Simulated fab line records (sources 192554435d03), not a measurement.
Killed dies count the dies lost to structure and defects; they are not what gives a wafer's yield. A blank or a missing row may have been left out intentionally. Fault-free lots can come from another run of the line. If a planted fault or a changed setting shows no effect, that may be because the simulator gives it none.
A struck lot beside a sound one :: flow n5 finfet :: 37 steps out of a route of 1938
Sound: these wafers, L917.2, L917.3, L917.4. Struck: wafer L923.2 (left out: L923.3, L923.4 of the same lot, which were not struck); the cause appears at the end.
Order at every step that has rows: each side's tool, ch and its chambers, its first start. Under that, the readings that differ: sound wafers :: struck wafers :: difference of the means :: sigmas: that difference in standard deviations of wafers without a fault.
alike: words and numbers the same on both sides, and readings whose means are apart by under 2 such deviations; not compared: readings that were withheld, readings missing a value for some wafer, numbers with overlapping values and no deviation given by the record, and bounds like >300 which may hide the same value.
The two part at a step that has a row with sigmas, a row that says differs or no value, or rows on one side only. Numbers that have no deviation but don't overlap get no sigmas and don't part them. Lack of a reading on every wafer of one side parts them only where that side has two or more wafers.

first, 9 steps without rows for these wafers: N5_BEOL_M12_PRE_CLEAN_42 (time 30 s); N5_BEOL_M12_SPUTTER_43 (material TaN, target thk 15 nm, time 24.19 s); N5_BEOL_M12_SPUTTER_44 (material Ta, target thk 10 nm, time 16.13 s); N5_BEOL_M12_SPUTTER_45 (material Cu, target thk 80 nm, time 13.33 s); N5_BEOL_M12_ECD_47 (material Cu, target thk 720 nm); N5_BEOL_M12_ANNEAL_48 (time 90 s); N5_BEOL_M12_CMP_49 (polishes, stops on SiOC, t overpolish 20.6 s, target thk 320 nm); N5_BEOL_M12_PRE_CLEAN_52 (time 15 s); N5_BEOL_M12_DEP_53 (deposits SiCN from 3MS/NH3, target thk 30 nm, time 10.5 s).
N5_BEOL_M13_ILD_DEP_00: deposits SiOC from DEMS/O2, target thk 837.92 nm, time 166.4 s.
  sound on pecvd-04 ch 0,1,2, day 13 18:43; struck on pecvd-04 ch 1, day 16 12:43
reading: run length s (s)
sound: 210.7 211.5 211.9
struck: 235.0
difference: +23.6
sigmas: +36

reading: model.SiOC_of_BEOL_M13_ILD_DEP_00.thk nm (nm)
sound: 840 833.8 848
struck: 960.8
difference: +120.2
sigmas: 
  alike: heater power outer w, heater power w, showerhead plenum p Torr, throttle valve pct
N5_BEOL_M13_THK_MEAS_01:
  struck on film metro-01, day 16 12:55; sound on film metro-01, day 13 18:52
reading: M13_ILD_THK (nm)
sound: 840 833 848
struck: 961
difference: +121
sigmas: +11
then, 10 steps without rows for these wafers: N5_BEOL_M13_COAT_58 (time 60 s, resist thk 89 nm); N5_BEOL_M13_COAT_04 (resist thk 400 nm); N5_BEOL_M13_EBR_06; N5_BEOL_M13_SOFTBAKE_05 (time 60 s); N5_BEOL_M13_EXPOSE_07 (exposes mask V12); N5_BEOL_M13_PEB_08 (peb time 90 s); N5_BEOL_M13_DEVELOP_09 (develop time 45 s); N5_BEOL_M13_HARDBAKE_14 (time 120 s); N5_BEOL_M13_DESCUM_15 (chemistry O2, time 7.9 s); N5_BEOL_M13_ETCH_59 (etches BARC in N2/H2, target depth 89 nm, overetch 26.7 nm, time 67.9 s).
N5_BEOL_M13_VIA_ETCH_16: etches SiOC in C4F8/O2/Ar, target depth 921.7 nm.
  sound on rie diel-06 ch 0,1,3, day 13 19:42; struck on rie diel-06 ch 1, day 16 13:24
reading: he inner torr (Torr)
sound: 14.974 15.011 14.955
struck: 15.050
difference: +0.070
sigmas: +2

reading: model.etch.depth nm (nm)
sound: 840 833.7 848.1
struck: 960.8
difference: +120.2
sigmas: 

reading: model.coat_of_BEOL_M13_COAT_04.thk nm (nm)
sound: 71.2 71.8 68.4
struck: 33.4
difference: -37.1
sigmas: 
  alike: bias w, drypump motor current A, oes product au, rf vpp V, showerhead plenum p Torr, throttle valve pct
N5_BEOL_M13_STRIP_63: strips in N2/H2.
  sound on plasma asher-01 ch 0,1, day 13 19:58; struck on plasma asher-02 ch 1, day 16 13:38
reading: drypump motor current A (A)
sound: 5.6 6.3 5.6
struck: 4.6
difference: -1.2
sigmas: -2

reading: oes product au (a.u.)
sound: 0.680 0.679 0.667
struck: 0.647
difference: -0.028
sigmas: -6

reading: strip time to endpoint s (s)
sound: 28.0 28.2 27.2
struck: 16.2
difference: -11.6
sigmas: -11
  alike: heater power w
  not compared: rf hours counter h
then, 12 steps without rows for these wafers: N5_BEOL_M13_STRIP_64 (strips in N2/H2); N5_BEOL_M13_STRIP_71 (strips in post etch residue remover, time 60 s); N5_BEOL_M13_SRD_72 (time 30 s, dry time 30 s); N5_BEOL_M13_COAT_65 (time 60 s, resist thk 350 nm); N5_BEOL_M13_COAT_66 (time 60 s, resist thk 110 nm); N5_BEOL_M13_COAT_22 (resist thk 300 nm); N5_BEOL_M13_EBR_24; N5_BEOL_M13_SOFTBAKE_23 (time 60 s); N5_BEOL_M13_EXPOSE_25 (exposes mask M13, target cd 210 nm); N5_BEOL_M13_PEB_26 (peb time 90 s); N5_BEOL_M13_DEVELOP_27 (develop time 45 s); N5_BEOL_M13_HARDBAKE_32 (time 120 s).
N5_BEOL_M13_CMP_49: polishes, stops on SiOC, t overpolish 17.1 s, target thk 420 nm.
  sound on cmp-01 ch 0,1,2, day 14 03:32; struck on cmp-04 ch 2, day 16 17:08
reading: model.SiOC_of_BEOL_M13_ILD_DEP_00.thk nm (nm)
sound: 783 775.2 788.2
struck: 904.2
difference: +122.1
sigmas: 
  alike: motor current A, retaining ring pressure frac, slurry flow ml min
following that, these wafers have no rows for 1 step: N5_PASSIVATION_PROBE_49.

WHERE THEY PART
First at N5_BEOL_M13_ILD_DEP_00; last, within this record, at N5_BEOL_M13_STRIP_63. Later steps at which nothing parts them and some readings are alike: N5_BEOL_M13_CMP_49.

WHY: what had been put in by the simulator
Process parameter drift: pecvd-04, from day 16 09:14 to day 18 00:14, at N5_BEOL_M13_ILD_DEP_00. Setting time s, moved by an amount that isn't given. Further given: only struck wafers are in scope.
